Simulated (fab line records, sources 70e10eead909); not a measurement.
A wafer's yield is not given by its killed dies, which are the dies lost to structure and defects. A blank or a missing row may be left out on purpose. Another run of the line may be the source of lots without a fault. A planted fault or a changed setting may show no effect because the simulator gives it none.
Matching of chambers / flow nand-harc / 4 sister chambers for NHARC_P_CONTACT_ALD_22 on ald-metal-02
The step deposits TiN, target thk 3 nm, pulse time 1 s, ald cycles 150. 16 wafers are shown with their chamber, then 8 later ones without.

== EACH WAFER AND ITS CHAMBER ==
wafer=L077.1; chamber=3; heater-power-w (W)=903; precursor-pulse-height-rel=1.017
wafer=L077.3; chamber=2; heater-power-w (W)=959; precursor-pulse-height-rel=1.043
wafer=L077.5; chamber=0; heater-power-w (W)=980; precursor-pulse-height-rel=0.993
wafer=L079.1; chamber=0; heater-power-w (W)=1011; precursor-pulse-height-rel=1.000
wafer=L079.2; chamber=2; heater-power-w (W)=963; precursor-pulse-height-rel=1.009
wafer=L079.6; chamber=3; heater-power-w (W)=897; precursor-pulse-height-rel=0.993
wafer=L080.1; chamber=2; heater-power-w (W)=970; precursor-pulse-height-rel=0.989
wafer=L080.2; chamber=0; heater-power-w (W)=1019; precursor-pulse-height-rel=0.993
wafer=L080.3; chamber=3; heater-power-w (W)=873; precursor-pulse-height-rel=1.005
wafer=L083.2; chamber=0; heater-power-w (W)=987; precursor-pulse-height-rel=0.996
wafer=L083.4; chamber=1; heater-power-w (W)=1336; precursor-pulse-height-rel=0.992
wafer=L083.5; chamber=1; heater-power-w (W)=1364; precursor-pulse-height-rel=0.991
wafer=L091.2; chamber=1; heater-power-w (W)=1276; precursor-pulse-height-rel=1.008
wafer=L091.4; chamber=2; heater-power-w (W)=967; precursor-pulse-height-rel=1.016
wafer=L091.6; chamber=3; heater-power-w (W)=859; precursor-pulse-height-rel=0.969
wafer=L092.2; chamber=3; heater-power-w (W)=856; precursor-pulse-height-rel=0.984

SIGNATURES (averages over the wafers above)
reading=heater-power-w; chamber 0=999.25; chamber 1=1325.33; chamber 2=964.75; chamber 3=877.60; scatter within a chamber=24.2
reading=precursor-pulse-height-rel; chamber 0=0.99550; chamber 1=0.99700; chamber 2=1.01425; chamber 3=0.99360; scatter within a chamber=0.016
Rule: a wafer's distance from a chamber is the root of the sum, over the readings, of the square of ((its reading less the chamber's mean) divided by the reading's scatter). The wafer belongs to the nearest chamber; if the next one is less than 2 further off, it can't be placed. How the scatter is found: for the shown wafers, subtract from each reading the mean of its chamber, square and add these, divide the total by (wafers less chambers), then take the root.

== WAFERS MISSING THEIR CHAMBER ==
wafer=L092.3; heater-power-w (W)=1022; precursor-pulse-height-rel=0.999
wafer=L092.6; heater-power-w (W)=1036; precursor-pulse-height-rel=1.005
wafer=L097.1; heater-power-w (W)=1047; precursor-pulse-height-rel=0.964
wafer=L097.2; heater-power-w (W)=944; precursor-pulse-height-rel=1.028
wafer=L097.6; heater-power-w (W)=1272; precursor-pulse-height-rel=0.966
wafer=L097.3; heater-power-w (W)=1268; precursor-pulse-height-rel=0.995
wafer=L097.4; heater-power-w (W)=889; precursor-pulse-height-rel=0.981
wafer=L097.5; heater-power-w (W)=1049; precursor-pulse-height-rel=1.040

== WHICH CHAMBER EACH WENT THROUGH ==
wafer=L092.3; from the rows above=can't be placed: 0 or 2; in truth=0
wafer=L092.6; from the rows above=can't be placed: 0 or 2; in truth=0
wafer=L097.1; from the rows above=can't be placed: 0 or 2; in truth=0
wafer=L097.2; from the rows above=can't be placed: 2 or 0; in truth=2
wafer=L097.6; from the rows above=1; in truth=1
wafer=L097.3; from the rows above=1; in truth=1
wafer=L097.4; from the rows above=3; in truth=3
wafer=L097.5; from the rows above=can't be placed: 0 or 2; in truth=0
Placed correctly: 3 of 8. Can't be placed from these rows: 5 (the true chamber is among the candidates in 5). 0 placed wrongly.
